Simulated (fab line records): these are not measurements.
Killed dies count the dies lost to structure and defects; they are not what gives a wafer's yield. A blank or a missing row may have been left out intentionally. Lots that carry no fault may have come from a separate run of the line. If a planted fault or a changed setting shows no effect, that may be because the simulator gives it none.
Matching of chambers || flow n5_finfet || N5_BEOL_M0_CMP_120 on cmp-04 has 4 sister chambers
The step polishes, stops on SiOC, t overpolish 6.9 s. 24 wafers are shown with their chamber, then 12 later ones without.

## WAFERS, EACH WITH ITS CHAMBER
{"wafer": "L074.2", "chamber": 1, "motor_current_A (A)": 5.3, "time_to_endpoint_s (s)": 64.9, "barrier_field_endpoint_s (s)": 3.65}
{"wafer": "L074.3", "chamber": 3, "motor_current_A (A)": 4.7, "time_to_endpoint_s (s)": 59.5, "barrier_field_endpoint_s (s)": 3.59}
{"wafer": "L074.5", "chamber": 1, "motor_current_A (A)": 5.1, "time_to_endpoint_s (s)": 62.8, "barrier_field_endpoint_s (s)": 3.69}
{"wafer": "L076.2", "chamber": 0, "motor_current_A (A)": 5.3, "time_to_endpoint_s (s)": 67.3, "barrier_field_endpoint_s (s)": 3.72}
{"wafer": "L076.4", "chamber": 2, "motor_current_A (A)": 5.7, "time_to_endpoint_s (s)": 62.2, "barrier_field_endpoint_s (s)": 3.65}
{"wafer": "L076.5", "chamber": 1, "motor_current_A (A)": 5.1, "time_to_endpoint_s (s)": 64.0, "barrier_field_endpoint_s (s)": 3.70}
{"wafer": "L078.1", "chamber": 2, "motor_current_A (A)": 5.6, "time_to_endpoint_s (s)": 62.2, "barrier_field_endpoint_s (s)": 3.81}
{"wafer": "L078.3", "chamber": 1, "motor_current_A (A)": 5.2, "time_to_endpoint_s (s)": 57.1, "barrier_field_endpoint_s (s)": 3.59}
{"wafer": "L078.5", "chamber": 0, "motor_current_A (A)": 5.2, "time_to_endpoint_s (s)": 63.2, "barrier_field_endpoint_s (s)": 3.72}
{"wafer": "L079.3", "chamber": 2, "motor_current_A (A)": 5.4, "time_to_endpoint_s (s)": 62.9, "barrier_field_endpoint_s (s)": 3.68}
{"wafer": "L079.4", "chamber": 0, "motor_current_A (A)": 5.5, "time_to_endpoint_s (s)": 62.4, "barrier_field_endpoint_s (s)": 3.76}
{"wafer": "L079.6", "chamber": 0, "motor_current_A (A)": 5.3, "time_to_endpoint_s (s)": 64.2, "barrier_field_endpoint_s (s)": 3.78}
{"wafer": "L086.1", "chamber": 3, "motor_current_A (A)": 4.5, "time_to_endpoint_s (s)": 58.1, "barrier_field_endpoint_s (s)": 3.60}
{"wafer": "L086.2", "chamber": 1, "motor_current_A (A)": 5.0, "time_to_endpoint_s (s)": 57.3, "barrier_field_endpoint_s (s)": 3.70}
{"wafer": "L086.6", "chamber": 3, "motor_current_A (A)": 4.7, "time_to_endpoint_s (s)": 56.4, "barrier_field_endpoint_s (s)": 3.51}
{"wafer": "L085.3", "chamber": 2, "motor_current_A (A)": 5.6, "time_to_endpoint_s (s)": 66.5, "barrier_field_endpoint_s (s)": 3.81}
{"wafer": "L085.4", "chamber": 1, "motor_current_A (A)": 5.2, "time_to_endpoint_s (s)": 64.5, "barrier_field_endpoint_s (s)": 3.66}
{"wafer": "L085.6", "chamber": 2, "motor_current_A (A)": 5.7, "time_to_endpoint_s (s)": 61.5, "barrier_field_endpoint_s (s)": 3.69}
{"wafer": "L088.1", "chamber": 2, "motor_current_A (A)": 5.6, "time_to_endpoint_s (s)": 61.9, "barrier_field_endpoint_s (s)": 3.60}
{"wafer": "L088.3", "chamber": 3, "motor_current_A (A)": 4.7, "time_to_endpoint_s (s)": 58.8, "barrier_field_endpoint_s (s)": 3.70}
{"wafer": "L088.5", "chamber": 0, "motor_current_A (A)": 5.3, "time_to_endpoint_s (s)": 59.6, "barrier_field_endpoint_s (s)": 3.73}
{"wafer": "L089.3", "chamber": 2, "motor_current_A (A)": 5.4, "time_to_endpoint_s (s)": 62.5, "barrier_field_endpoint_s (s)": 3.42}
{"wafer": "L089.5", "chamber": 2, "motor_current_A (A)": 5.5, "time_to_endpoint_s (s)": 58.7, "barrier_field_endpoint_s (s)": 3.47}
{"wafer": "L089.6", "chamber": 3, "motor_current_A (A)": 4.9, "time_to_endpoint_s (s)": 57.9, "barrier_field_endpoint_s (s)": 3.48}

SIGNATURES (averages over the wafers above)
{"reading": "motor_current_A", "chamber 0": 5.320, "chamber 1": 5.150, "chamber 2": 5.562, "chamber 3": 4.700, "scatter within a chamber": 0.119}
{"reading": "time_to_endpoint_s", "chamber 0": 63.340, "chamber 1": 61.767, "chamber 2": 62.300, "chamber 3": 58.140, "scatter within a chamber": 2.58}
{"reading": "barrier_field_endpoint_s", "chamber 0": 3.7420, "chamber 1": 3.6650, "chamber 2": 3.6412, "chamber 3": 3.5760, "scatter within a chamber": 0.0955}
Rule: for a wafer and a chamber, the distance is found by dividing, reading by reading, the gap between the wafer's reading and the chamber's mean by the reading's scatter, squaring, summing and taking the root. The wafer belongs to the nearest chamber; if the next one is less than 2 further off, it can't be placed. The scatter: take each reading less its chamber's mean, square it, sum over the shown wafers, divide by the number of wafers less the number of chambers, and take the root.

## WAFERS WITH NO CHAMBER GIVEN
{"wafer": "L091.1", "motor_current_A (A)": 5.4, "time_to_endpoint_s (s)": 60.4, "barrier_field_endpoint_s (s)": 3.59}
{"wafer": "L091.2", "motor_current_A (A)": 4.9, "time_to_endpoint_s (s)": 57.0, "barrier_field_endpoint_s (s)": 3.57}
{"wafer": "L091.4", "motor_current_A (A)": 4.9, "time_to_endpoint_s (s)": 61.2, "barrier_field_endpoint_s (s)": 3.53}
{"wafer": "L092.1", "motor_current_A (A)": 5.3, "time_to_endpoint_s (s)": 57.9, "barrier_field_endpoint_s (s)": 3.60}
{"wafer": "L092.2", "motor_current_A (A)": 5.4, "time_to_endpoint_s (s)": 57.5, "barrier_field_endpoint_s (s)": 3.51}
{"wafer": "L092.6", "motor_current_A (A)": 4.8, "time_to_endpoint_s (s)": 55.8, "barrier_field_endpoint_s (s)": 3.68}
{"wafer": "L093.1", "motor_current_A (A)": 4.9, "time_to_endpoint_s (s)": 59.7, "barrier_field_endpoint_s (s)": 3.66}
{"wafer": "L093.3", "motor_current_A (A)": 5.5, "time_to_endpoint_s (s)": 61.3, "barrier_field_endpoint_s (s)": 3.56}
{"wafer": "L093.6", "motor_current_A (A)": 4.8, "time_to_endpoint_s (s)": 59.7, "barrier_field_endpoint_s (s)": 3.62}
{"wafer": "L097.2", "motor_current_A (A)": 5.1, "time_to_endpoint_s (s)": 58.4, "barrier_field_endpoint_s (s)": 3.45}
{"wafer": "L097.5", "motor_current_A (A)": 4.9, "time_to_endpoint_s (s)": 58.4, "barrier_field_endpoint_s (s)": 3.74}
{"wafer": "L097.6", "motor_current_A (A)": 5.4, "time_to_endpoint_s (s)": 62.6, "barrier_field_endpoint_s (s)": 3.57}

## WHICH CHAMBER EACH ONE RAN IN
{"wafer": "L091.1", "from the rows above": "can't be placed: 2 or 0 or 1", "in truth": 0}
{"wafer": "L091.2", "from the rows above": "can't be placed: 3 or 1", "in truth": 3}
{"wafer": "L091.4", "from the rows above": "can't be placed: 3 or 1", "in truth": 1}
{"wafer": "L092.1", "from the rows above": "can't be placed: 1 or 0 or 2", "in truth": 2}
{"wafer": "L092.2", "from the rows above": "can't be placed: 2 or 1 or 0", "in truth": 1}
{"wafer": "L092.6", "from the rows above": 3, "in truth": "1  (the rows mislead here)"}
{"wafer": "L093.1", "from the rows above": "can't be placed: 3 or 1 or 0", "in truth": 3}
{"wafer": "L093.3", "from the rows above": "can't be placed: 2 or 0", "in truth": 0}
{"wafer": "L093.6", "from the rows above": "can't be placed: 3 or 1", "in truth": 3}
{"wafer": "L097.2", "from the rows above": "can't be placed: 1 or 3 or 0 or 2", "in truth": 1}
{"wafer": "L097.5", "from the rows above": "can't be placed: 3 or 1 or 0", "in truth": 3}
{"wafer": "L097.6", "from the rows above": "can't be placed: 2 or 0 or 1", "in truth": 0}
Correct placement for 0 of the 12. These rows do not allow placing 11 (true chamber among the candidates in 11). Wrongly placed: 1.
